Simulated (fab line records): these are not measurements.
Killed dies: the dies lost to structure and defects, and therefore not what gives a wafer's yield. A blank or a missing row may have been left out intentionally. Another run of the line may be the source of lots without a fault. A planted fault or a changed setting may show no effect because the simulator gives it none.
fab line records + flow n5_finfet
record:
- lots: 4
- wafers: 12
- last_day: 17
route steps=1938 shown FIN_SAQP@130 BEOL_M4@1111 PASSIVATION@1936
lots untouched by any fault: they come from a run of this same line in which no faults occurred
start_h: hours from the record's opening day to when the first of the lot's shown wafers began + wait_h: hours since the lot's step before + " repeats the value in the row above + L1.1+2: several wafers, shown together as one row + - no value present, or no start provided + * or withheld: withheld + < > ~ a bound
route shown NAME@n: names a module that has steps shown in the file, with the first one's number in the route + usual: mean/standard deviation of fault-free wafers + same: alike in all rows + chamber/n: place in a boat + sites: readings site by site + _std_site: standard deviation across them + _edge_site: mean of outer sites minus mean of inner sites + radius_mm: how far each site lies from the wafer's centre + mask NAME#n: copy n + behind: the most recent tool/chamber to have shaped the wafer + hold: reason for holding the lot/hours on hold/outcome of the hold + device: the n, p or np transistor that did not switch + end of line: the tests these same wafers got at the end of their route + for a step that has no rows: nothing shown but its recipe + killed: dies that structure and defects cost at the first sort, which is not the same as the wafer's yield + map: a wafer's dies, marking killed ones x, the rest . and places with no die _
set.NAME: the run value of the setting; set.NAME@STEP: its run value at that earlier step + model.NAME: the simulator's own value behind a step, which no gauge read
lots at some steps of the route; a table a step, a row a wafer
services: the hour from which a tool's chamber was out of use, counted from the record's first day as start_h (under 0 if before that day), plus the number of hours and why
== steps ==
step: N5_FIN_SAQP_ETCH_65
recipe:
- chemistry: CF4
- target: SiO2
- target_depth_a: 40
- ion_energy_ev: 350
- time_s: 4.4
- pressure_mtorr: 10
- icp_w: 800
- bias_w: 400
- cf4_flow_sccm: 80
step: N5_FIN_SAQP_MANDREL_ETCH_58
recipe:
- chemistry: HBr/Cl2
- target: a-Si
- target_depth_a: 450
- bt_time_s: 10
- stop_on: SiNx
- mask_material: SiO2
- over_etch_frac: 0.8
- time_s: 27
- pressure_mtorr: 10
- icp_w: 800
- bias_w: 75
- HBr_flow_sccm: 150
- Cl2_flow_sccm: 80
- ends: end_point
step: N5_FIN_SAQP_RECESS_63
recipe:
- chemistry: HF/NH3
- target: SiO2
- target_depth_a: 180
- afs_cycles: 3
- temp_c: 30
- sublimation_temp_c: 180
- sublimation_time_s: 60
step: N5_FIN_SAQP_COAT_68
recipe:
- resist: SOC
- temp_c: 250
- time_s: 60
- spin_rpm: 1500
- resist_thk_nm: 100
step: N5_FIN_SAQP_ETCH_69
recipe:
- chemistry: N2/H2
- target: SOC
- target_depth_a: 1500
- stop_on: SiNx
- ion_energy_ev: 100
- bias_w: 61
- pressure_mtorr: 30
- source_w: 850
- n2_flow_sccm: 200
- h2_flow_sccm: 200
step: N5_FIN_SAQP_ETCH_67
recipe:
- chemistry: CH3F/O2
- target: SiNx
- target_depth_a: 300
- mask_material: SOC
- pressure_mtorr: 30
- source_w: 395
- bias_w: 73
- Ar_flow_sccm: 150
- CH3F_flow_sccm: 30
- O2_flow_sccm: 20
- ion_energy_ev: 120
step: N5_FIN_SAQP_STRIP_70
recipe:
- chemistry: N2/H2
- power_w: 500
- temp_c: 40
- pressure_mtorr: 50
- rf_frequency_hz: 6e+07
- overash_fraction: 0.3
- bias_power_w: 28
- h2_frac: 0.5
- n2_flow_sccm: 300
- h2_flow_sccm: 300
step: N5_FIN_SAQP_RECESS_71
recipe:
- chemistry: HF/NH3
- target: SiO2
- target_depth_a: 30
- afs_cycles: 1
- temp_c: 30
- sublimation_temp_c: 180
- sublimation_time_s: 60
step: N5_FIN_SAQP_SPACER2_ALD_28
recipe:
- material: SiO2
- target_thk_a: 81
- temp_c: 300
- ald_precursor_family: BDEAS
- ald_co_reactant: O2-plasma
- pulse_time_s: 1
- purge_time_s: 2
- co_reactant_purge_time_s: 2
- pressure_torr: 2
step: N5_FIN_SAQP_SPACER2_ETCHBACK_29
recipe:
- chemistry: CHF3/O2
- mode: anisotropic_etchback
- target: SiO2
- target_depth_a: 122
- time_s: 6.1
- pressure_mtorr: 30
- source_w: 650
- bias_w: 170
- Ar_flow_sccm: 200
- CHF3_flow_sccm: 50
- O2_flow_sccm: 5
- ion_energy_ev: 200
step: N5_FIN_SAQP_MANDREL2_REMOVE_60
recipe:
- chemistry: HBr/Cl2/O2
- bt_time_s: 10
- target: a-Si
- stop_on: SiNx
- endpoint: OES-SiCl
- over_etch_frac: 1
- icp_w: 600
- bias_w: 22
- HBr_flow_sccm: 150
- Cl2_flow_sccm: 80
- O2_flow_sccm: 5
- pressure_mtorr: 10
step: N5_FIN_SAQP_HM_OPEN_33
recipe:
- chemistry: CH3F/O2
- target: SiNx
- mask_material: SiO2
- target_depth_a: 494
- time_s: 70.6
- pressure_mtorr: 30
- source_w: 395
- bias_w: 73
- Ar_flow_sccm: 150
- CH3F_flow_sccm: 30
- O2_flow_sccm: 20
- ion_energy_ev: 120
- ends: cleared
usual:
- CH3F_flow_sccm: 30.01/0.091
- O2_flow_sccm: 20.00/0.056
- drypump_motor_current_A: 6.0/0.35
- etch_rf_on_time_s: 69.0/1.2
- oes_ar_750_au: 0.77/0.07
- oes_o_777_au: 0.77/0.071
- oes_product_au: 0.66/0.062
- rf_vpp_V: 298/3.6
- showerhead_plenum_p_Torr: 2.03/0.057
- throttle_valve_pct: 16.42/0.24
| lot.wafer | tool        | chamber | start_h | wait_h | CH3F_flow_sccm | O2_flow_sccm | drypump_motor_current_A | etch_rf_on_time_s | oes_ar_750_au | oes_o_777_au | oes_product_au | rf_hours_counter_h | rf_vpp_V | showerhead_plenum_p_Torr | throttle_valve_pct |
|-----------|-------------|---------|---------|--------|----------------|--------------|-------------------------|-------------------|---------------|--------------|----------------|--------------------|----------|--------------------------|--------------------|
| L383.2    | rie_diel-04 | 2       | 49.65   | 0.0    | 29.81          | 20.16        | 6.1                     | 68.2              | 0.78          | 0.77         | 0.67           | 123                | 300      | 2.00                     | 16.60              |
| L383.4    | "           | 1       | "       | "      | 30.01          | 19.90        | 6.4                     | 69.4              | 0.71          | 0.72         | 0.61           | 197                | 296      | 2.07                     | 16.61              |
| L383.6    | "           | 1       | "       | "      | 30.10          | 20.00        | 6.5                     | 70.1              | 0.72          | 0.72         | 0.61           | -                  | 296      | 2.07                     | 16.59              |
| L392.4    | rie_diel-04 | 3       | 104.31  | 0.1    | -              | -            | -                       | -                 | -             | -            | -              | -                  | -        | -                        | -                  |
| L392.5    | "           | 0       | "       | "      | -              | -            | -                       | -                 | -             | -            | -              | -                  | -        | -                        | -                  |
| L392.6    | "           | 3       | "       | "      | -              | -            | -                       | -                 | -             | -            | -              | -                  | -        | -                        | -                  |
| L393.2    | rie_diel-04 | 3       | 112.66  | 0.0    | -              | -            | -                       | -                 | -             | -            | -              | -                  | -        | -                        | -                  |
| L393.3    | "           | 0       | "       | "      | -              | -            | -                       | -                 | -             | -            | -              | -                  | -        | -                        | -                  |
| L393.6    | "           | 2       | "       | "      | -              | -            | -                       | -                 | -             | -            | -              | -                  | -        | -                        | -                  |
| L400.2    | rie_diel-04 | 3       | 153.93  | 0.0    | 29.99          | 20.00        | 6.3                     | 67.7              | 0.76          | 0.76         | 0.66           | 168                | 296      | 1.99                     | 16.61              |
| L400.3    | "           | 2       | "       | "      | 30.03          | 20.06        | 6.1                     | 68.9              | 0.76          | 0.75         | 0.65           | 154                | 298      | 1.99                     | 16.66              |
| L400.6    | "           | 2       | "       | "      | 30.08          | 20.05        | 6.1                     | 69.6              | 0.75          | 0.74         | 0.65           | -                  | 299      | 1.99                     | 16.66              |
step: N5_FIN_SAQP_ETCH_34
recipe:
- chemistry: C4F6/O2
- target: SiO2
- target_depth_a: 450
- time_s: 15
- ion_energy_ev: 250
- pressure_mtorr: 30
- source_w: 345
- bias_w: 185
- Ar_flow_sccm: 300
- C4F6_flow_sccm: 10
- O2_flow_sccm: 10
- ends: cleared
usual:
- drypump_motor_current_A: 6.0/0.35
- etch_rf_on_time_s: 14.92/0.16
- oes_ar_750_au: 0.77/0.07
- oes_o_777_au: 0.77/0.071
- oes_product_au: 0.66/0.063
- rf_vpp_V: 667/8.1
- showerhead_plenum_p_Torr: 2.88/0.078
- throttle_valve_pct: 21.13/0.23
| lot.wafer | tool        | chamber | start_h | wait_h | drypump_motor_current_A | etch_rf_on_time_s | oes_ar_750_au | oes_o_777_au | oes_product_au | rf_hours_counter_h | rf_vpp_V | showerhead_plenum_p_Torr | throttle_valve_pct |
|-----------|-------------|---------|---------|--------|-------------------------|-------------------|---------------|--------------|----------------|--------------------|----------|--------------------------|--------------------|
| L383.2    | rie_diel-04 | 2       | 49.72   | 0.0    | 6.1                     | 15.01             | 0.77          | 0.77         | 0.67           | 123                | 668      | 2.84                     | 21.34              |
| L383.4    | "           | 1       | "       | "      | 6.4                     | 15.07             | 0.71          | 0.72         | 0.60           | 197                | 663      | 2.94                     | 21.30              |
| L383.6    | "           | 1       | "       | "      | 6.5                     | 14.98             | 0.72          | 0.73         | 0.60           | -                  | 662      | 2.94                     | 21.30              |
| L392.4    | rie_diel-04 | 3       | 104.38  | 0.0    | 6.2                     | 37.50             | 0.78          | 0.77         | 0.28           | 150                | 666      | 2.84                     | 20.97              |
| L392.5    | "           | 0       | "       | "      | 6.3                     | 37.50             | 0.73          | 0.74         | 0.28           | -                  | 675      | 2.93                     | 20.73              |
| L392.6    | "           | 3       | "       | "      | 6.3                     | 37.50             | 0.78          | 0.78         | 0.29           | -                  | 664      | 2.84                     | 21.00              |
| L393.2    | rie_diel-04 | 3       | 112.73  | 0.0    | 6.3                     | 37.49             | 0.78          | 0.78         | 0.29           | 153                | 664      | 2.84                     | 20.97              |
| L393.3    | "           | 0       | "       | "      | 6.3                     | 37.50             | 0.72          | 0.73         | 0.28           | 203                | 675      | 2.93                     | 20.73              |
| L393.6    | "           | 2       | "       | "      | 6.1                     | 37.49             | 0.76          | 0.75         | 0.29           | -                  | 668      | 2.83                     | 21.04              |
| L400.2    | rie_diel-04 | 3       | 154.00  | 0.0    | 6.3                     | 14.93             | 0.76          | 0.76         | 0.65           | 168                | 664      | 2.84                     | 21.33              |
| L400.3    | "           | 2       | "       | "      | 6.1                     | 14.92             | 0.75          | 0.74         | 0.65           | 154                | 668      | 2.83                     | 21.38              |
| L400.6    | "           | 2       | "       | "      | 6.1                     | 15.04             | 0.75          | 0.74         | 0.65           | -                  | 668      | 2.83                     | 21.38              |
step: N5_FIN_SAQP_STRIP_77
recipe:
- chemistry: N2/H2
- time_s: 90
- power_w: 100
- temp_c: 40
- pressure_mtorr: 100
- rf_frequency_hz: 6e+07
- bias_power_w: 3
- n2_flow_sccm: 300
- h2_flow_sccm: 300
step: N5_FIN_SAQP_HM_CD_35
recipe:
- target_cd_nm: 8
- polarity: line
usual:
- cd_nm: 8.15/0.26
| lot.wafer | tool      | chamber | start_h | wait_h | cd_nm |
|-----------|-----------|---------|---------|--------|-------|
| L383.2    | cd_sem-01 | -       | 49.87   | 0.1    | 8.18  |
| L383.4    | "         | -       | "       | "      | 8.34  |
| L383.6    | "         | -       | "       | "      | 8.38  |
| L392.4    | cd_sem-03 | -       | 104.54  | 0.1    | -     |
| L392.5    | "         | -       | "       | "      | -     |
| L392.6    | "         | -       | "       | "      | -     |
| L393.2    | cd_sem-03 | -       | 112.88  | 0.1    | -     |
| L393.3    | "         | -       | "       | "      | -     |
| L393.6    | "         | -       | "       | "      | -     |
| L400.2    | cd_sem-01 | -       | 154.15  | 0.1    | 8.07  |
| L400.3    | "         | -       | "       | "      | 8.24  |
| L400.6    | "         | -       | "       | "      | 8.51  |
step: N5_FIN_SAQP_ETCH_64
recipe:
- chemistry: CF4
- target: SiO2
- target_depth_a: 15
- ion_energy_ev: 350
- pressure_mtorr: 10
- icp_w: 800
- bias_w: 400
- cf4_flow_sccm: 80
step: N5_FIN_SAQP_FIN_ETCH_36
recipe:
- chemistry: HBr/Cl2/O2
- target_depth_a: 1200
- mask_material: SiNx
- time_s: 50.4
- bias_w: 102
- pressure_mtorr: 10
- icp_w: 800
- HBr_flow_sccm: 150
- Cl2_flow_sccm: 80
- O2_flow_sccm: 12
step: N5_FIN_SAQP_CD_MEAS_37
recipe:
- target_cd_nm: 8
- polarity: line
usual:
- cd_nm: 8.14/0.23
| lot.wafer | tool      | chamber | start_h | wait_h | cd_nm |
|-----------|-----------|---------|---------|--------|-------|
| L383.2    | cd_sem-01 | -       | 50.06   | 0.1    | 8.29  |
| L383.4    | "         | -       | "       | "      | 8.33  |
| L383.6    | "         | -       | "       | "      | 8.42  |
| L392.4    | cd_sem-03 | -       | 104.73  | 0.1    | -     |
| L392.5    | "         | -       | "       | "      | -     |
| L392.6    | "         | -       | "       | "      | -     |
| L393.2    | cd_sem-03 | -       | 113.07  | 0.1    | -     |
| L393.3    | "         | -       | "       | "      | -     |
| L393.6    | "         | -       | "       | "      | -     |
| L400.2    | cd_sem-01 | -       | 154.34  | 0.1    | 8.11  |
| L400.3    | "         | -       | "       | "      | 8.18  |
| L400.6    | "         | -       | "       | "      | 8.00  |
step: N5_FIN_SAQP_PRECLEAN_38
recipe:
- chemistry: O3/DIW
- time_s: 45
- temp_c: 22
- o3_ppm: 10
step: N5_FIN_SAQP_PRECLEAN_45
recipe:
- chemistry: dHF
- time_s: 10
- dilution: 500:1
- temp_c: 25
step: N5_FIN_SAQP_SRD_39
recipe:
- dry: ipa_marangoni
- time_s: 30
- temp_c: 23
- rinse_liquid: diw
step: N5_FIN_SAQP_OCD_MEAS_76
usual:
- trench_depth_nm: 120.4/1.6
| lot.wafer | tool   | chamber | start_h | wait_h | trench_depth_nm |
|-----------|--------|---------|---------|--------|-----------------|
| L383.2    | ocd-01 | -       | 50.17   | 0.0    | 121.6           |
| L383.4    | "      | -       | "       | "      | 118.7           |
| L383.6    | "      | -       | "       | "      | 120.4           |
| L392.4    | ocd-02 | -       | 104.82  | 0.0    | 0.1             |
| L392.5    | "      | -       | "       | "      | 0.2             |
| L392.6    | "      | -       | "       | "      | 0.1             |
| L393.2    | ocd-01 | -       | 113.20  | 0.0    | 0.6             |
| L393.3    | "      | -       | "       | "      | 0               |
| L393.6    | "      | -       | "       | "      | 0.2             |
| L400.2    | ocd-01 | -       | 154.43  | 0.0    | 122.6           |
| L400.3    | "      | -       | "       | "      | 121.3           |
| L400.6    | "      | -       | "       | "      | 118.4           |
step: N5_BEOL_M4_RC_MEAS_101
usual:
- DIBL_N: 35.9/1.3
- DIBL_P: 35.9/1.6
- IOFF_N: 0.156/0.022
- IOFF_P: 0.205/0.023
- ION_N: 675/9
- ION_P: 463/5.6
- SS_N: 71.4/0.57
- SS_P: 73.1/0.52
- VT_N: 249.7/2.8
- VT_P: -250.2/2.5
| lot.wafer | tool      | chamber | start_h | wait_h | DIBL_N[mV/V] | DIBL_P[mV/V] | IOFF_N[nA/um] | IOFF_P[nA/um] | ION_N[uA/um] | ION_P[uA/um] | SS_N[mV/dec] | SS_P[mV/dec] | VT_N[mV] | VT_P[mV] |
|-----------|-----------|---------|---------|--------|--------------|--------------|---------------|---------------|--------------|--------------|--------------|--------------|----------|----------|
| L383.2    | prober-01 | 0       | 197.59  | 0.2    | 36.1         | 37.8         | 0.171         | 0.199         | 680          | 455          | 71.8         | 73.5         | 250.7    | -252.6   |
| L383.4    | "         | 0       | "       | "      | 35.2         | 36.3         | 0.154         | 0.180         | 678          | 463          | 71.2         | 72.9         | 251.4    | -252.8   |
| L383.6    | "         | 0       | "       | "      | 36.0         | 37.2         | 0.173         | 0.202         | 683          | 460          | 71.9         | 73.8         | 248.2    | -251.9   |
| L400.2    | prober-02 | 0       | 293.60  | 0.2    | 37.3         | 37.5         | 0.163         | 0.212         | 674          | 463          | 71.9         | 74.0         | 247.9    | -250.3   |
| L400.3    | "         | 0       | "       | "      | 35.7         | 34.9         | 0.136         | 0.186         | 664          | 460          | 71.4         | 72.8         | 254.4    | -251.4   |
| L400.6    | "         | 0       | "       | "      | 37.6         | 37.6         | 0.170         | 0.212         | 677          | 460          | 72.2         | 74.1         | 249.2    | -249.7   |
step: N5_PASSIVATION_PROBE_49
usual:
- killed_at_M0_to_M3: 35/11
- killed_at_M4_up: 14/5.4
- killed_at_contacts: 12/6.2
- killed_at_front_end: 38/11
- killed_at_other: 4.1/2.8
- killed_dies: 103/17
- killed_on_rim: 13/4
- killed_open: 66/13
- killed_short: 34/8.2
same:
- gross_dies: 1180
- killed_at_back_side: 0
| lot.wafer | tool      | chamber | start_h | wait_h | killed_at_M0_to_M3 | killed_at_M4_up | killed_at_contacts | killed_at_front_end | killed_at_other | killed_dies | killed_on_rim | killed_open | killed_short |
|-----------|-----------|---------|---------|--------|--------------------|-----------------|--------------------|---------------------|-----------------|-------------|---------------|-------------|--------------|
| L392.4    | prober-02 | -       | 346.12  | 0.2    | 34                 | 8               | 12                 | 1121                | 5               | 1180        | 152           | 66          | 36           |
| L392.5    | prober-02 | -       | 346.17  | 0.2    | 16                 | 21              | 5                  | 1136                | 2               | 1180        | 152           | 71          | 40           |
| L392.6    | prober-02 | -       | 346.22  | 0.3    | 20                 | 16              | 7                  | 1133                | 4               | 1180        | 152           | 53          | 29           |
| L393.2    | prober-02 | -       | 363.01  | 0.1    | 33                 | 10              | 12                 | 1119                | 6               | 1180        | 152           | 72          | 32           |
| L393.3    | prober-02 | -       | 363.06  | 0.1    | 22                 | 23              | 8                  | 1123                | 4               | 1180        | 152           | 71          | 35           |
| L393.6    | prober-02 | -       | 363.21  | 0.3    | 38                 | 10              | 14                 | 1112                | 6               | 1180        | 152           | 72          | 42           |
killed by level:class
L392.4 FIN_SAQP:area_open=1077 BEOL_M0_SAQP:geometric_particle:open=14 STI_FIN_REVEAL:geometric_particle:open=12 MOL_CONTACT_COAG:geometric_particle:open=10 BEOL_M0_SAQP:geometric_particle:short=8 FIN_SAQP:geometric_particle:open=6 ILD0:geometric_particle:short=5 FIN_SAQP:geometric_particle:short=4
L392.5 FIN_SAQP:area_open=1067 FIN_SAQP:geometric_particle:open=19 STI_FIN_REVEAL:geometric_particle:open=12 FIN_SAQP:geometric_particle:short=10 GATE_CUT:geometric_particle:short=5 BEOL_M3:geometric_particle:open=5 BEOL_M4:geometric_particle:open=5 ILD0:geometric_particle:open=4
L392.6 FIN_SAQP:area_open=1097 BEOL_M0_SAQP:geometric_particle:open=8 FIN_SAQP:geometric_particle:short=7 STI_FIN_REVEAL:geometric_particle:open=6 MOL_CONTACT_COAG:geometric_particle:open=6 BEOL_M0_SAQP:geometric_particle:short=5 STARTING-WAFER:geometric_particle:open=5 FIN_SAQP:geometric_particle:open=4
L393.2 FIN_SAQP:area_open=1076 STI_FIN_REVEAL:geometric_particle:open=14 BEOL_M0_SAQP:geometric_particle:open=11 MOL_CONTACT_COAG:geometric_particle:open=10 BEOL_M0_SAQP:geometric_particle:short=9 STARTING-WAFER:geometric_particle:open=7 BEOL_M4:geometric_particle:open=6 FIN_SAQP:geometric_particle:open=4
L393.3 FIN_SAQP:area_open=1073 STI_FIN_REVEAL:geometric_particle:open=15 BEOL_M4:geometric_particle:open=14 FIN_SAQP:geometric_particle:open=7 FIN_SAQP:geometric_particle:short=6 MOL_CONTACT_COAG:geometric_particle:open=6 BEOL_M0_SAQP:geometric_particle:open=6 GATE_CUT:geometric_particle:short=5
L393.6 FIN_SAQP:area_open=1066 MOL_CONTACT_COAG:geometric_particle:open=11 FIN_SAQP:geometric_particle:open=8 BEOL_M3:geometric_particle:open=8 FIN_SAQP:geometric_particle:short=6 STI_FIN_REVEAL:geometric_particle:open=6 BEOL_M0_SAQP:geometric_particle:open=6 BEOL_M1:geometric_particle:open=6
map L392.4 (x killed, . not)
_________________xxxxxxxxxxxx________________
______________xxxxxxxxxxxxxxxxxx_____________
___________xxxxxxxxxxxxxxxxxxxxxxxx__________
__________xxxxxxxxxxxxxxxxxxxxxxxxxx_________
________xxxxxxxxxxxxxxxxxxxxxxxxxxxxxx_______
_______xxxxxxxxxxxxxxxxxxxxxxxxxxxxxxxx______
______xxxxxxxxxxxxxxxxxxxxxxxxxxxxxxxxxx_____
_____xxxxxxxxxxxxxxxxxxxxxxxxxxxxxxxxxxxx____
____xxxxxxxxxxxxxxxxxxxxxxxxxxxxxxxxxxxxxx___
___xxxxxxxxxxxxxxxxxxxxxxxxxxxxxxxxxxxxxxxx__
___xxxxxxxxxxxxxxxxxxxxxxxxxxxxxxxxxxxxxxxx__
__xxxxxxxxxxxxxxxxxxxxxxxxxxxxxxxxxxxxxxxxxx_
__xxxxxxxxxxxxxxxxxxxxxxxxxxxxxxxxxxxxxxxxxx_
_xxxxxxxxxxxxxxxxxxxxxxxxxxxxxxxxxxxxxxxxxxxx
_xxxxxxxxxxxxxxxxxxxxxxxxxxxxxxxxxxxxxxxxxxxx
_xxxxxxxxxxxxxxxxxxxxxxxxxxxxxxxxxxxxxxxxxxxx
_xxxxxxxxxxxxxxxxxxxxxxxxxxxxxxxxxxxxxxxxxxxx
_xxxxxxxxxxxxxxxxxxxxxxxxxxxxxxxxxxxxxxxxxxxx
_xxxxxxxxxxxxxxxxxxxxxxxxxxxxxxxxxxxxxxxxxxxx
_xxxxxxxxxxxxxxxxxxxxxxxxxxxxxxxxxxxxxxxxxxxx
_xxxxxxxxxxxxxxxxxxxxxxxxxxxxxxxxxxxxxxxxxxxx
__xxxxxxxxxxxxxxxxxxxxxxxxxxxxxxxxxxxxxxxxxx_
__xxxxxxxxxxxxxxxxxxxxxxxxxxxxxxxxxxxxxxxxxx_
___xxxxxxxxxxxxxxxxxxxxxxxxxxxxxxxxxxxxxxxx__
___xxxxxxxxxxxxxxxxxxxxxxxxxxxxxxxxxxxxxxxx__
____xxxxxxxxxxxxxxxxxxxxxxxxxxxxxxxxxxxxxx___
_____xxxxxxxxxxxxxxxxxxxxxxxxxxxxxxxxxxxx____
______xxxxxxxxxxxxxxxxxxxxxxxxxxxxxxxxxx_____
_______xxxxxxxxxxxxxxxxxxxxxxxxxxxxxxxx______
________xxxxxxxxxxxxxxxxxxxxxxxxxxxxxx_______
__________xxxxxxxxxxxxxxxxxxxxxxxxxx_________
___________xxxxxxxxxxxxxxxxxxxxxxxx__________
______________xxxxxxxxxxxxxxxxxx_____________
_________________xxxxxxxxxxxx________________
map L393.2 (x killed, . not)
_________________xxxxxxxxxxxx________________
______________xxxxxxxxxxxxxxxxxx_____________
___________xxxxxxxxxxxxxxxxxxxxxxxx__________
__________xxxxxxxxxxxxxxxxxxxxxxxxxx_________
________xxxxxxxxxxxxxxxxxxxxxxxxxxxxxx_______
_______xxxxxxxxxxxxxxxxxxxxxxxxxxxxxxxx______
______xxxxxxxxxxxxxxxxxxxxxxxxxxxxxxxxxx_____
_____xxxxxxxxxxxxxxxxxxxxxxxxxxxxxxxxxxxx____
____xxxxxxxxxxxxxxxxxxxxxxxxxxxxxxxxxxxxxx___
___xxxxxxxxxxxxxxxxxxxxxxxxxxxxxxxxxxxxxxxx__
___xxxxxxxxxxxxxxxxxxxxxxxxxxxxxxxxxxxxxxxx__
__xxxxxxxxxxxxxxxxxxxxxxxxxxxxxxxxxxxxxxxxxx_
__xxxxxxxxxxxxxxxxxxxxxxxxxxxxxxxxxxxxxxxxxx_
_xxxxxxxxxxxxxxxxxxxxxxxxxxxxxxxxxxxxxxxxxxxx
_xxxxxxxxxxxxxxxxxxxxxxxxxxxxxxxxxxxxxxxxxxxx
_xxxxxxxxxxxxxxxxxxxxxxxxxxxxxxxxxxxxxxxxxxxx
_xxxxxxxxxxxxxxxxxxxxxxxxxxxxxxxxxxxxxxxxxxxx
_xxxxxxxxxxxxxxxxxxxxxxxxxxxxxxxxxxxxxxxxxxxx
_xxxxxxxxxxxxxxxxxxxxxxxxxxxxxxxxxxxxxxxxxxxx
_xxxxxxxxxxxxxxxxxxxxxxxxxxxxxxxxxxxxxxxxxxxx
_xxxxxxxxxxxxxxxxxxxxxxxxxxxxxxxxxxxxxxxxxxxx
__xxxxxxxxxxxxxxxxxxxxxxxxxxxxxxxxxxxxxxxxxx_
__xxxxxxxxxxxxxxxxxxxxxxxxxxxxxxxxxxxxxxxxxx_
___xxxxxxxxxxxxxxxxxxxxxxxxxxxxxxxxxxxxxxxx__
___xxxxxxxxxxxxxxxxxxxxxxxxxxxxxxxxxxxxxxxx__
____xxxxxxxxxxxxxxxxxxxxxxxxxxxxxxxxxxxxxx___
_____xxxxxxxxxxxxxxxxxxxxxxxxxxxxxxxxxxxx____
______xxxxxxxxxxxxxxxxxxxxxxxxxxxxxxxxxx_____
_______xxxxxxxxxxxxxxxxxxxxxxxxxxxxxxxx______
________xxxxxxxxxxxxxxxxxxxxxxxxxxxxxx_______
__________xxxxxxxxxxxxxxxxxxxxxxxxxx_________
___________xxxxxxxxxxxxxxxxxxxxxxxx__________
______________xxxxxxxxxxxxxxxxxx_____________
_________________xxxxxxxxxxxx________________
== services ==
| tool        | chamber | start_h | hours | kind   |
|-------------|---------|---------|-------|--------|
| rie_diel-04 | 2       | 65.79   | 6.7   | repair |
| rie_diel-04 | 2       | 116.92  | 6.0   | repair |
== key ==
first_sign:
- step: N5_FIN_SAQP_HM_OPEN_33
- reading: tool_record
- direction: missing
effect:
- step: N5_FIN_SAQP_ETCH_34
- reading: etch_rf_on_time_s
- direction: up
- sigmas: 99+
- usual: *
- struck: *
effect:
- step: N5_FIN_SAQP_HM_CD_35
- reading: cd_nm
- direction: missing
effect:
- step: N5_FIN_SAQP_CD_MEAS_37
- reading: cd_nm
- direction: missing
effect:
- step: N5_FIN_SAQP_OCD_MEAS_76
- reading: trench_depth_nm
- direction: down
- sigmas: 77
- usual: 120.4
- struck: 0.2
effect:
- step: N5_PASSIVATION_PROBE_49
- reading: killed_at_front_end
- direction: up
- sigmas: 96
- usual: 38
- struck: 1124
more_kills_born_at:
- N5_FIN_SAQP_HM_OPEN_33@rie_diel-04: 6456
met_at N5_FIN_SAQP_HM_OPEN_33
struck_wafers L392.4,L392.5,L392.6,L393.2,L393.3,L393.6
later_rows_left_out L392.4,L392.5,L392.6,L393.2,L393.3,L393.6
tester_left_out L392,L393
onset_between 49.65 104.31
fault:
- kind: skipped_step_whole
- tool: rie_diel-04
- chamber: -
- onset_h: 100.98
- steps: N5_FIN_SAQP_HM_OPEN_33
- scope: struck_lots_only
tester_left_out: of these lots the tester's yield and bins aren't shown, on N5 and GAA mostly nor the transistor test; their killed dies are dies lost to structure and defects alone, not to doping, threshold or leakage, so they don't give the yield
later_rows_left_out: the simulator's readings of these wafers behind a module that went badly wrong aren't trusted and aren't shown, but for the sort
